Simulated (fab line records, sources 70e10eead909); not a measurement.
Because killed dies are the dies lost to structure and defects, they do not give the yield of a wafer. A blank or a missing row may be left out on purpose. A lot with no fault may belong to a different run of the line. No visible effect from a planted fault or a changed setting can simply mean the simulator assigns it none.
Matching of chambers / flow nand-harc / 4 sister chambers for NHARC_A_SGD_CUT_DESCUM_14 on rie-diel-11
The step chemistry O2, time 3 s. 27 wafers are shown with their chamber, then 12 later ones without.

== WAFERS WITH THEIR CHAMBER ==
wafer=L075.1; chamber=1; showerhead-plenum-p-Torr (Torr)=1.82; drypump-motor-current-A (A)=5.9; rf-vpp-V (V)=59.0
wafer=L075.2; chamber=3; showerhead-plenum-p-Torr (Torr)=1.92; drypump-motor-current-A (A)=6.4; rf-vpp-V (V)=58.1
wafer=L075.5; chamber=2; showerhead-plenum-p-Torr (Torr)=1.87; drypump-motor-current-A (A)=5.4; rf-vpp-V (V)=58.3
wafer=L080.2; chamber=0; showerhead-plenum-p-Torr (Torr)=2.05; drypump-motor-current-A (A)=6.6; rf-vpp-V (V)=59.7
wafer=L080.3; chamber=3; showerhead-plenum-p-Torr (Torr)=1.92; drypump-motor-current-A (A)=6.4; rf-vpp-V (V)=58.1
wafer=L080.5; chamber=0; showerhead-plenum-p-Torr (Torr)=2.05; drypump-motor-current-A (A)=6.6; rf-vpp-V (V)=58.9
wafer=L081.2; chamber=2; showerhead-plenum-p-Torr (Torr)=1.87; drypump-motor-current-A (A)=5.5; rf-vpp-V (V)=58.1
wafer=L081.3; chamber=1; showerhead-plenum-p-Torr (Torr)=1.82; drypump-motor-current-A (A)=5.9; rf-vpp-V (V)=58.0
wafer=L081.4; chamber=0; showerhead-plenum-p-Torr (Torr)=2.05; drypump-motor-current-A (A)=6.6; rf-vpp-V (V)=58.8
wafer=L083.1; chamber=2; showerhead-plenum-p-Torr (Torr)=1.87; drypump-motor-current-A (A)=5.4; rf-vpp-V (V)=57.6
wafer=L083.2; chamber=1; showerhead-plenum-p-Torr (Torr)=1.82; drypump-motor-current-A (A)=5.9; rf-vpp-V (V)=57.5
wafer=L083.3; chamber=0; showerhead-plenum-p-Torr (Torr)=2.04; drypump-motor-current-A (A)=6.6; rf-vpp-V (V)=58.2
wafer=L085.1; chamber=1; showerhead-plenum-p-Torr (Torr)=1.82; drypump-motor-current-A (A)=5.9; rf-vpp-V (V)=57.9
wafer=L085.4; chamber=0; showerhead-plenum-p-Torr (Torr)=2.04; drypump-motor-current-A (A)=6.7; rf-vpp-V (V)=58.0
wafer=L085.5; chamber=2; showerhead-plenum-p-Torr (Torr)=1.87; drypump-motor-current-A (A)=5.4; rf-vpp-V (V)=58.9
wafer=L085.2; chamber=2; showerhead-plenum-p-Torr (Torr)=1.87; drypump-motor-current-A (A)=5.4; rf-vpp-V (V)=58.1
wafer=L085.3; chamber=3; showerhead-plenum-p-Torr (Torr)=1.92; drypump-motor-current-A (A)=6.4; rf-vpp-V (V)=59.0
wafer=L085.6; chamber=1; showerhead-plenum-p-Torr (Torr)=1.82; drypump-motor-current-A (A)=5.9; rf-vpp-V (V)=57.3
wafer=L087.1; chamber=3; showerhead-plenum-p-Torr (Torr)=1.92; drypump-motor-current-A (A)=6.4; rf-vpp-V (V)=57.7
wafer=L087.3; chamber=1; showerhead-plenum-p-Torr (Torr)=1.82; drypump-motor-current-A (A)=5.9; rf-vpp-V (V)=56.3
wafer=L087.6; chamber=1; showerhead-plenum-p-Torr (Torr)=1.82; drypump-motor-current-A (A)=5.9; rf-vpp-V (V)=59.0
wafer=L089.2; chamber=2; showerhead-plenum-p-Torr (Torr)=1.87; drypump-motor-current-A (A)=5.5; rf-vpp-V (V)=58.2
wafer=L089.5; chamber=3; showerhead-plenum-p-Torr (Torr)=1.92; drypump-motor-current-A (A)=6.4; rf-vpp-V (V)=58.1
wafer=L089.6; chamber=2; showerhead-plenum-p-Torr (Torr)=1.87; drypump-motor-current-A (A)=5.5; rf-vpp-V (V)=57.1
wafer=L091.2; chamber=0; showerhead-plenum-p-Torr (Torr)=2.04; drypump-motor-current-A (A)=6.7; rf-vpp-V (V)=58.6
wafer=L091.4; chamber=3; showerhead-plenum-p-Torr (Torr)=1.92; drypump-motor-current-A (A)=6.4; rf-vpp-V (V)=57.8
wafer=L091.6; chamber=2; showerhead-plenum-p-Torr (Torr)=1.87; drypump-motor-current-A (A)=5.5; rf-vpp-V (V)=57.4

SIGNATURES (means of the wafers above)
reading=showerhead-plenum-p-Torr; chamber 0=2.0450; chamber 1=1.8200; chamber 2=1.8700; chamber 3=1.9200; scatter within a chamber=0.00255
reading=drypump-motor-current-A; chamber 0=6.633; chamber 1=5.900; chamber 2=5.450; chamber 3=6.400; scatter within a chamber=0.0381
reading=rf-vpp-V; chamber 0=58.700; chamber 1=57.857; chamber 2=57.962; chamber 3=58.133; scatter within a chamber=0.68
Rule: for each reading, subtract the chamber's mean from the wafer's reading, divide by that reading's scatter and square the result; add these up over the readings and take the root, which gives the wafer's distance from the chamber. The wafer belongs to the nearest chamber; if the next one is less than 2 further off, it can't be placed. The scatter: take each reading less its chamber's mean, square it, sum over the shown wafers, divide by the number of wafers less the number of chambers, and take the root.

== WAFERS MISSING THEIR CHAMBER ==
wafer=L095.2; showerhead-plenum-p-Torr (Torr)=1.82; drypump-motor-current-A (A)=5.9; rf-vpp-V (V)=58.9
wafer=L095.5; showerhead-plenum-p-Torr (Torr)=1.82; drypump-motor-current-A (A)=5.9; rf-vpp-V (V)=58.6
wafer=L095.6; showerhead-plenum-p-Torr (Torr)=2.04; drypump-motor-current-A (A)=6.6; rf-vpp-V (V)=57.9
wafer=L093.1; showerhead-plenum-p-Torr (Torr)=1.82; drypump-motor-current-A (A)=5.9; rf-vpp-V (V)=57.3
wafer=L093.4; showerhead-plenum-p-Torr (Torr)=1.87; drypump-motor-current-A (A)=5.4; rf-vpp-V (V)=59.2
wafer=L093.6; showerhead-plenum-p-Torr (Torr)=1.87; drypump-motor-current-A (A)=5.4; rf-vpp-V (V)=56.6
wafer=L096.1; showerhead-plenum-p-Torr (Torr)=1.87; drypump-motor-current-A (A)=5.5; rf-vpp-V (V)=58.0
wafer=L096.3; showerhead-plenum-p-Torr (Torr)=1.92; drypump-motor-current-A (A)=6.4; rf-vpp-V (V)=59.3
wafer=L096.4; showerhead-plenum-p-Torr (Torr)=1.82; drypump-motor-current-A (A)=5.9; rf-vpp-V (V)=57.2
wafer=L097.1; showerhead-plenum-p-Torr (Torr)=1.92; drypump-motor-current-A (A)=6.5; rf-vpp-V (V)=59.3
wafer=L097.2; showerhead-plenum-p-Torr (Torr)=1.82; drypump-motor-current-A (A)=5.9; rf-vpp-V (V)=56.9
wafer=L097.5; showerhead-plenum-p-Torr (Torr)=2.04; drypump-motor-current-A (A)=6.6; rf-vpp-V (V)=59.2

== THE CHAMBER EACH PASSED THROUGH ==
wafer=L095.2; from the rows above=1; in truth=1
wafer=L095.5; from the rows above=1; in truth=1
wafer=L095.6; from the rows above=0; in truth=0
wafer=L093.1; from the rows above=1; in truth=1
wafer=L093.4; from the rows above=2; in truth=2
wafer=L093.6; from the rows above=2; in truth=2
wafer=L096.1; from the rows above=2; in truth=2
wafer=L096.3; from the rows above=3; in truth=3
wafer=L096.4; from the rows above=1; in truth=1
wafer=L097.1; from the rows above=3; in truth=3
wafer=L097.2; from the rows above=1; in truth=1
wafer=L097.5; from the rows above=0; in truth=0
12 of 12 placed correctly. Number that these rows cannot place: 0. 0 placed wrongly.
